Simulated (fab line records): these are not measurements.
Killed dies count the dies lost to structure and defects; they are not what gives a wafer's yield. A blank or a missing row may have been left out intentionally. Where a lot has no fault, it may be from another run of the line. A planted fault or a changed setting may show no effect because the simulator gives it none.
Comparing a struck lot with a sound one + flow nand harc + 25 steps out of a route of 1302
Sound: the wafers L187.4, L187.5, L187.6. Struck: wafer L194.6 (L194.2, L194.4, from the same lot, were not struck and are left out); the cause is given at the end.
Each step with rows lists, per side, the tool, then ch with its chambers, then its first start. Under that, the readings that differ: sound wafers + struck wafers + difference of the means + sigmas: that difference in standard deviations of wafers without a fault.
alike: a reading whose means differ by less than 2 such deviations, as well as words and numbers matching on both sides. not compared: withheld readings; readings where some wafer has no value; bounds like >300 that might hide an equal value; numbers whose values overlap and for which the record gives no deviation.
The two part at a step that has a row with sigmas, a row that says differs or no value, or rows on one side only. Non-overlapping numbers with no deviation appear without sigmas and do not part them. A reading that every wafer of one side lacks parts them only if that side has two wafers or more.

first, 1 step without rows for these wafers: NHARC_P_M0_SRD_25.
NHARC_P_M0_INSPECT_27:
  struck on defect inspect-01, day 9 02:51; sound on defect inspect-02, day 6 12:17
  alike: raw defect count
NHARC_P_M0_PRE_CLEAN_31: time 12 s.
  sound on pecvd-02 ch 0,1,2, day 6 12:24; struck on pecvd-02 ch 0, day 9 02:55
  alike: heater power w
NHARC_P_M0_DEP_32: deposits SiCN, target thk 30 nm.
  sound on pecvd-02 ch 0,1,2, day 6 12:34; struck on pecvd-02 ch 0, day 9 03:00
  alike: chamber pressure Torr, heater power w, showerhead vpp V
then, 7 steps without rows for these wafers: NHARC_P_M1_DEP_00 (deposits SiOC, target thk 182.5 nm); NHARC_P_M1_DEHYDRATE_01 (time 120 s); NHARC_P_M1_HMDS_02 (time 30 s); NHARC_P_M1_COAT_34 (time 65 s); NHARC_P_M1_COAT_03 (resist thk 90 nm); NHARC_P_M1_SOFTBAKE_04 (time 55 s); NHARC_P_M1_EBR_05.
NHARC_P_M1_EXPOSE_06: exposes mask P M1, target cd 130 nm.
  sound on arfi scanner-03 ch 0, day 6 13:33; struck on arfi scanner-03 ch 0, day 9 08:00
| reading              | sound         | struck | difference | sigmas |
|----------------------|---------------|--------|------------|--------|
| focus offset nm (nm) | -0.4 -0.3 0.0 | 0.9    | +1.1       | +2     |
  alike: mask
then, 2 steps without rows for these wafers: NHARC_P_M1_PEB_07 (peb time 65 s); NHARC_P_M1_DEVELOP_08 (develop time 35 s).
NHARC_P_M1_CD_MEAS_09: the cd target is 130 nm.
  sound on cd sem-03 ch 0, day 6 13:41; struck on cd sem-02 ch 0, day 9 08:09
| reading    | sound             | struck | difference | sigmas |
|------------|-------------------|--------|------------|--------|
| cd nm (nm) | 129.7 129.6 129.2 | 134.0  | +4.5       | +9     |
NHARC_P_M1_OVL_MEAS_10: pitch 260 nm.
  struck on overlay-02, day 9 08:14; sound on overlay-02, day 6 13:46
  alike: overlay x nm, overlay y nm
NHARC_P_M1_INSPECT_11:
  struck on defect inspect-01, day 9 08:16; sound on defect inspect-01, day 6 13:48
  alike: raw defect count
NHARC_P_M1_DESCUM_14: chemistry O2, time 3 s.
  sound on rie diel-10 ch 0,2,3, day 6 13:53; struck on rie diel-03 ch 1, day 9 08:20
| reading               | sound             | struck | difference | sigmas |
|-----------------------|-------------------|--------|------------|--------|
| model.P_M1.cd nm (nm) | 130.2 129.8 129.7 | 134    | +4         |        |
  alike: drypump motor current A, oes product au, rf vpp V, showerhead plenum p Torr, throttle valve pct
  not compared: rf hours counter h
NHARC_P_M1_ETCH_35: etches the open film in N2/H2, target depth 40 nm, overetch 12 nm, time 43.94 s.
  sound on rie diel-10 ch 0,3, day 6 13:57; struck on rie diel-03 ch 1, day 9 08:25
  alike: drypump motor current A, oes product au, rf vpp V, showerhead plenum p Torr, throttle valve pct
  not compared: rf hours counter h
NHARC_P_M1_ETCH_15: etches the open film in C4F8/Ar, target depth 182.5 nm, time 91.2 s.
  sound on rie diel-10 ch 0,1,2; struck on rie diel-03 ch 3
  alike: oes product au, rf vpp V
  not compared: rf hours counter h
NHARC_P_M1_CD_MEAS_16:
  struck on cd sem-03, day 9 08:38; sound on cd sem-01, day 6 14:10
| reading    | sound             | struck | difference | sigmas |
|------------|-------------------|--------|------------|--------|
| cd nm (nm) | 130.2 130.1 129.7 | 133.9  | +3.9       | +6     |
NHARC_P_M1_STRIP_18: strips in N2/H2.
  sound on rie diel-10 ch 0,1,3, day 6 14:19; struck on rie diel-10 ch 2, day 9 08:43
  alike: drypump motor current A, oes product au, rf vpp V, showerhead plenum p Torr, throttle valve pct
  not compared: rf hours counter h
NHARC_P_M1_ETCH_28: etches the open film in CF4/N2, target depth 30 nm, time 72.99 s.
  sound on rie diel-10 ch 0,3; struck on rie diel-10 ch 0
| reading               | sound           | struck | difference | sigmas |
|-----------------------|-----------------|--------|------------|--------|
| model.P_M1.cd nm (nm) | 130 129.7 129.3 | 133.9  | +4.2       |        |
  alike: cf4 flow sccm, drypump motor current A, oes product au, rf vpp V, showerhead plenum p Torr, throttle valve pct
  not compared: rf hours counter h
then, 1 step without rows for these wafers: NHARC_P_M1_STRIP_19 (strips in post etch residue remover, time 600 s).
-- record jumps: 18 days between struck wafers' starts before vs after; left off in module P_M1, resumes in module END, first step shown is number 1302 of the route --
NHARC_END_SORT_01:
  sound on prober-01 ch 0, day 24 21:06; struck on prober-01 ch 0, day 27 08:29
| reading         | sound | struck | difference | sigmas |
|-----------------|-------|--------|------------|--------|
| killed at other | 0 0 0 | 4      | +4         | +3     |
  alike: defect limited yield, killed at array, killed at periphery, killed dies, killed open, killed short

== WHERE THEY PART ==
First at NHARC_P_M1_EXPOSE_06; last, within this record, at NHARC_END_SORT_01.

WHY: what the simulator had put in
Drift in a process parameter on arfi scanner-03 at NHARC_P_M1_EXPOSE_06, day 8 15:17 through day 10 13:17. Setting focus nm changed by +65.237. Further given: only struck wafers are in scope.
